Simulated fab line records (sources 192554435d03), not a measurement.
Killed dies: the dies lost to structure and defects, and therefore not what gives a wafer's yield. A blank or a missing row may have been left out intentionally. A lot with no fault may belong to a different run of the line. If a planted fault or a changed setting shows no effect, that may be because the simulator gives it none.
Problem report, 8D (eight disciplines) form, completed by code    flow n5_finfet    the parts of the form that need people (team, actions taken, sign-off) are left out

## 1. WHAT WENT WRONG
run_length_s at N5_BEOL_M0_SAQP_PECVD_03 reads a mean of 47.8 s on 4 wafers of 3 lots; wafers without a fault read 51.2 s with a standard deviation of 0.6. That is -5.7 standard deviations from the usual mean.
The step: deposits SiCN from 3MS/NH3, target thk 12 nm, time 21.1 s.
The first sign was on wafer L237.1 at day 9 17:44, on pecvd-01. At this step, 26 wafers from 10 lots have a number in the record. By rule, "out" or "out of limits" means more than 4 standard deviations away from the usual mean. The other wafers with a number count as sound.

## 2. WHAT IT IS; WHAT IT IS NOT
question                     is                              is not
which readings at this step  run_length_s                    showerhead_plenum_p_Torr, throttle_valve_pct
which lots                   L237, L238, L240                L225, L227, L229, L231, L241, L242, L245
which wafers of those lots   L237.1, L237.2, L238.1, L240.1  L238.4, L240.4
read on which tools          pecvd-01                        pecvd-02, pecvd-04
when                         from day 9 17:44                up to then (12 sound wafers); but 10 sound wafers of L238, L240, L241, L242, L245 came after

## 3. SUSPECTS, AND WHAT RULES EACH OUT
Counting: any tool at a process step up to the reading remains a suspect provided it ran every lot that is out. Sound lots after the first of them don't rule it out here, since some wafers of a struck lot are sound.
- pecvd-01 at N5_BEOL_M0_SAQP_PECVD_03 (deposits SiCN from 3MS/NH3, target thk 12 nm, time 21.1 s): kept. It processed each lot that is out (first: L237, day 9 17:44); up to then, its last sound lot is L229 (day 6 16:44). Its own run_length_s readings are out on those wafers.
After counting, what remains is pecvd-01 at N5_BEOL_M0_SAQP_PECVD_03.

## 4. THE CAUSE (what the simulator had put in)
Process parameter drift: pecvd-01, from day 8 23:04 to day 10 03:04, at N5_BEOL_M0_SAQP_PECVD_03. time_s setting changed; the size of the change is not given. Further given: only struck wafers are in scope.
Only this tool survived the counting.

## 5. THE EFFECT CHAIN, in route order
Each row: a reading whose mean over the struck wafers that have a number lies more than 3 standard deviations from the usual. Only readings whose record carries a usual standard deviation are examined. hours: median over the lots of the time between each lot's start at the first step of this table that gives one and its start at this step. sigmas: the change, counted in usual standard deviations.
hours  step                      reading            usual   on struck wafers  change  sigmas
0      N5_BEOL_M0_SAQP_PECVD_03  run_length_s       51.2 s  47.8              -3.4    -5.7
8      N5_BEOL_M0_ETCH_138       etch_rf_on_time_s  29.2 s  21.3              -7.9    -10
It contains these process steps:
- N5_BEOL_M0_SAQP_PECVD_03: deposits SiCN from 3MS/NH3, target thk 12 nm, time 21.1 s.
- N5_BEOL_M0_ETCH_138: etches SiCN in CH3F/O2, target depth 12 nm, time 31.6 s.
Later steps that measure or inspect, where all struck wafers having a row at the step show a number for every such reading and not one has moved that far: N5_BEOL_M0_SAQP_THK_MEAS_05, N5_BEOL_M4_RC_MEAS_101.

## 6. WHAT WOULD HAVE CAUGHT IT SOONER
The fault began at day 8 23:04; the first out-of-limits reading in this record came at day 9 17:44, 19 hours later.
